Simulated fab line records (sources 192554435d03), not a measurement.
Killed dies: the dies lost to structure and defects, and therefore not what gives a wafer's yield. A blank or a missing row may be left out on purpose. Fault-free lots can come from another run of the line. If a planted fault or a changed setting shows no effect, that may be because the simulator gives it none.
Code-filled problem report in 8D (eight disciplines) form | flow n5_finfet | the parts of the form that need people (team, actions taken, sign-off) are left out

## 1. PROBLEM STATEMENT
At N5_BEOL_M5_PECVD_70, susceptor_temp_C averages 403.67 C over 6 wafers from 2 lots, while fault-free wafers read 399.98 C, standard deviation 0.22. Relative to the usual mean, that is a shift of +17 standard deviations.
The step: deposits SiO2 from TEOS/O2, target thk 16 nm, time 18 s.
Earliest sighting: wafer L610.1 on pecvd-04 at day 12 14:29. At this step, 35 wafers from 12 lots have a number in the record. Rule for "out" (also "out of limits"): further than 4 standard deviations from the usual mean. Any other wafer with a number is counted as sound.

## 2. WHAT THIS IS AND IS NOT
question                    | is                     | is not
which readings at this step | susceptor_temp_C       | heater_power_w, showerhead_plenum_p_Torr, throttle_valve_pct
which lots                  | L610, L612             | L598, L599, L600, L601, L602, L603, L614, L619, L620, L621
which wafers of those lots  | all that have a number | -
read on which tools         | pecvd-04               | pecvd-02, pecvd-03
when                        | from day 12 14:29      | up to then (17 sound wafers); but 12 sound wafers of L614, L619, L620, L621 came after

## 3. THE SUSPECTS, EACH WITH WHAT RULES IT OUT
Counting: a tool stays on the suspect list if, at a process step up to the reading, it processed all lots that are out and no sound lot following the first of them.
- pvd_sputter-03 at N5_BEOL_M4_ANNEAL_89 (time 240 s): ruled out as a lasting fault. The sound lots L614 went through it after L610, its earliest lot that is out (day 12 11:01).
- pvd_sputter-03 at N5_BEOL_M4_SPUTTER_96 (material Cu, target thk 4.5 nm, time 8.29 s): ruled out as a lasting fault. The sound lots L614 went through it after L610, its earliest lot that is out (day 12 11:49).
- pecvd-04 at N5_BEOL_M5_PECVD_70 (deposits SiO2 from TEOS/O2, target thk 16 nm, time 18 s): kept. It ran every lot that is out, first L610 (day 12 14:29), and no sound lot after that; its last sound lot up to then is L601 (day 9 18:56). Out on those wafers are its own readings of susceptor_temp_C.
Left after counting: pecvd-04 at N5_BEOL_M5_PECVD_70.

## 4. THE CAUSE (what the simulator had put in)
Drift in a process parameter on pecvd-04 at N5_BEOL_M5_PECVD_70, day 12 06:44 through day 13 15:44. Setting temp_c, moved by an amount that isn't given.
Only this tool survived the counting.

## 5. THE EFFECT CHAIN, in route order
Rows list readings where the struck wafers' mean (over those with a number) sits beyond 3 standard deviations from the usual. Readings are gone through only where the record gives a usual standard deviation; hours: the median, over the lots, of the time from a lot's start at the first step in this table giving one to that lot's start at this step; sigmas: the change measured in usual standard deviations.
hours | step                | reading          | usual    | on struck wafers | change | sigmas
0     | N5_BEOL_M5_PECVD_70 | susceptor_temp_C | 399.98 C | 403.67           | +3.69  | +17
Process steps it contains:
- N5_BEOL_M5_PECVD_70: deposits SiO2 from TEOS/O2, target thk 16 nm, time 18 s.

## 6. HOW IT WOULD HAVE BEEN CAUGHT EARLIER
In this record no reading fell out of limits until day 12 14:29, 8 hours after the fault had begun at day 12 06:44.
